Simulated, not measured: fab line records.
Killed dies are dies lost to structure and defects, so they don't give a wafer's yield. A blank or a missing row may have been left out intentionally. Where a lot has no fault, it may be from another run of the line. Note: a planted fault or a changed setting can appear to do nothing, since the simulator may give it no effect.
Split-lot trial -- flow n5Finfet -- 21 wafers read from 7 lots, route of 1938 steps

THE SPLIT ITSELF
At N5_BEOL_M1_HM_DEP_02 (deposits TiN, target thk 20 nm), the setting targetThkA was moved away from the recipe's 200 angstrom on 7 of the 21 wafers read, by -10.3% to +5.3%. The other wafers ran this setting at the recipe's value.

FROM THE SPLIT TO THE READING: what the file shows between them, 12 steps
- N5_BEOL_M1_EXPOSE_08: exposes mask M1 (also split here: doseMj)
- N5_BEOL_M1_PEB_09: peb time 60 s
- N5_BEOL_M1_DEVELOP_10: develop time 30 s
- N5_BEOL_M1_CD_MEAS_11: target cd 17.05 nm
- N5_BEOL_M1_ETCH_64: etches SOC in N2/H2, target depth 75 nm, overetch 15 nm, time 112.5 s (also split here: biasW)
- N5_BEOL_M1_STRIP_65: strips in N2/H2
- N5_BEOL_M1_STRIP_75: strips in N2/H2
- N5_BEOL_M1_STRIP_66: strips in CF4
- N5_BEOL_M1_HM_OPEN_17: chemistry Cl2/BCl3, target TiN, target depth 20 nm, overetch 6 nm
- N5_BEOL_M1_STRIP_19: strips in O2
- N5_BEOL_M1_STRIP_83: strips in C4F6/O2
- N5_BEOL_M1_STRIP_36: strips in N2/H2

THE READING
TiN_of_BEOL_M1_HM_DEP_02.thkNm (the simulator's own value, which no gauge read), in nm, at N5_BEOL_M1_TRENCH_ETCH_37 (etches SiOC in C4F6/O2, target depth 55.207 nm, time 29 s). The file gives no usual value for it. Across the 14 wafers here that went through the recipe, the average is 17.6 nm and the standard deviation 0.2 nm.

wafer,"tool, chamber at the split","targetThkA as run, angstrom",against the recipe,"TiN_of_BEOL_M1_HM_DEP_02.thkNm, nm",against lot-mates on the recipe
L075.1,"pvdSputter-03, -",200,recipe,17.4,-
L075.2,"pvdSputter-03, -",200,recipe,17.8,-
L075.4,"pvdSputter-03, -",185.9,-7.1%,16.2,-1.4
L080.3,"pvdSputter-01, -",182.5,-8.8%,15.6,-2.0
L080.5,"pvdSputter-01, -",200,recipe,17.6,-
L080.6,"pvdSputter-01, -",200,recipe,17.6,-
L082.1,"pvdSputter-03, -",200,recipe,17.4,-
L082.3,"pvdSputter-03, -",200,recipe,17.6,-
L082.4,"pvdSputter-03, -",200,recipe,17.6,-
L084.2,"pvdSputter-01, -",188.6,-5.7%,16.4,-1.2
L084.3,"pvdSputter-01, -",188.6,-5.7%,16.2,-1.4
L084.4,"pvdSputter-01, -",200,recipe,17.6,-
L091.1,"pvdSputter-02, -",210.6,+5.3%,19,+1.0
L091.3,"pvdSputter-02, -",200,recipe,18,-
L091.6,"pvdSputter-02, -",200,recipe,18,-
L092.1,"pvdSputter-02, -",179.4,-10.3%,15.4,-2.2
L092.5,"pvdSputter-02, -",179.4,-10.3%,15.6,-2.0
L092.6,"pvdSputter-02, -",200,recipe,17.6,-
L095.3,"pvdSputter-02, -",200,recipe,17.4,-
L095.4,"pvdSputter-02, -",200,recipe,17.4,-
L095.6,"pvdSputter-02, -",200,recipe,17.4,-

FIT RESULTS
A straight line over all 21 wafers: TiN_of_BEOL_M1_HM_DEP_02.thkNm changes by +0.217 nm for each +1% of targetThkA; r = +0.98; the points scatter about the line by 0.2 nm.
The same after taking each lot's own level away (the mean of its wafers on the recipe; 21 wafers): +0.209 nm for each +1%; r = +0.99; scatter 0.11 nm.
Per that fit: largest targetThkA move, reading shift of 2.2 nm.
The span of the lots' own levels, 17.40 to 18.00 nm, comes to 3.0 times the standard deviation stated above.
The two slopes agree, so the slope changes little with the lot-to-lot level.
Check: with one of the wafers moved furthest among these (-10.3%) left out of the fit, the line predicts -2.15 nm for it against its lot-mates. Against them it came out at -2.2 nm.

OTHER SPLITS APPLIED TO THESE WAFERS
Note: prior to the reading, these wafers also went through further splits. Each is held against what the fit with the lots' levels taken away leaves over:
other split on the same wafers,wafers away from the commonest value,r with TiN_of_BEOL_M1_HM_DEP_02.thkNm (lot level and that fit taken away)
N5_BEOL_M0_SAQP_SPACER1_ALD_98 aldCycles,6,-0.12
N5_BEOL_M0_SAQP_COAT_105 spinRpm,6,-0.17
N5_BEOL_M1_EXPOSE_08 doseMj,10,+0.16
N5_BEOL_M1_ETCH_64 biasW,7,+0.11

THE WHOLE CHAIN: every reading that the file lists as answering this split, in the file's order
step,what it does,reading,change (the file's fit),r (the file's)
N5_BEOL_M1_HM_DEP_02,"deposits TiN, target thk 20 nm","TiN_of_BEOL_M1_HM_DEP_02.thkNm (the simulator's own value, which no gauge read)",+0.198 nm for each +1% of the setting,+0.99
N5_BEOL_M1_HM_OPEN_17,"chemistry Cl2/BCl3, target TiN, target depth 20 nm, overetch 6 nm","etch.depthNm (the simulator's own value, which no gauge read)",+0.203 nm for each +1% of the setting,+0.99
N5_BEOL_M1_TRENCH_ETCH_37,"etches SiOC in C4F6/O2, target depth 55.207 nm, time 29 s","TiN_of_BEOL_M1_HM_DEP_02.thkNm (the simulator's own value, which no gauge read)",+0.211 nm for each +1% of the setting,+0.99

THE FILE'S OWN FIT
TiN_of_BEOL_M1_HM_DEP_02.thkNm changes by +0.211 nm for each +1% of targetThkA, r = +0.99.
